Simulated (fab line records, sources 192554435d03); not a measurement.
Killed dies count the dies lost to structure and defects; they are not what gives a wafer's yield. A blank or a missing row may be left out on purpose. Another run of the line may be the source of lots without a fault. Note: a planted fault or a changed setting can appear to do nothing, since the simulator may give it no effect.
Matching of chambers	flow n5-finfet	N5_MOL_CONTACT_COAG_ALD_27 on ald-sin-02 has 4 sister chambers
The step deposits SiOC, target thk 17 nm, pulse time 1.5 s, time 2720 s. 8 wafers are shown with their chamber, then 12 later ones without.

== WAFERS PAIRED WITH THEIR CHAMBERS ==
wafer	chamber	heater-power-w (W)	precursor-pulse-height-rel
L083.5	1	862	0.988
L085.4	2	856	0.974
L089.1	2	869	1.019
L089.3	0	785	1.004
L089.5	1	906	1.011
L090.4	3	855	1.027
L090.5	3	864	1.009
L090.6	0	780	1.006

== WAFERS WITHOUT THEIR CHAMBER ==
wafer	heater-power-w (W)	precursor-pulse-height-rel
L091.2	774	1.025
L091.4	869	1.001
L091.6	762	0.971
L093.2	849	1.005
L093.4	781	1.034
L093.5	859	1.016
L094.1	851	1.024
L094.4	848	1.021
L094.5	874	0.995
L095.2	797	1.017
L095.5	871	1.013
L095.6	849	0.978

== CHAMBER TAKEN BY EACH ==
wafer	from the rows above	in truth
L091.2	0	0
L091.4	can't be placed: 2 or 1 or 3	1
L091.6	0	0
L093.2	can't be placed: 2 or 3 or 1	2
L093.4	0	0
L093.5	can't be placed: 3 or 2 or 1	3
L094.1	can't be placed: 3 or 2 or 1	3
L094.4	can't be placed: 3 or 2 or 1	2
L094.5	can't be placed: 1 or 2 or 3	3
L095.2	0	0
L095.5	can't be placed: 3 or 2 or 1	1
L095.6	can't be placed: 2 or 3 or 1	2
Correctly placed: 4 of 12. Can't be placed from these rows: 8 (the true chamber is among the candidates in 8). Number placed wrongly: 0.
How it was worked out, from the rows above alone: a wafer's distance from a chamber is the root of the sum, over the readings, of the square of ((its reading less the chamber's mean) divided by the reading's scatter). The wafer belongs to the nearest chamber; if the next one is less than 2 further off, it can't be placed. For every chamber, the mean is computed from those of its wafers that are shown. The scatter: the root of (the sum of the squares of (reading less its chamber's mean) over the shown wafers, divided by (wafers less chambers)).
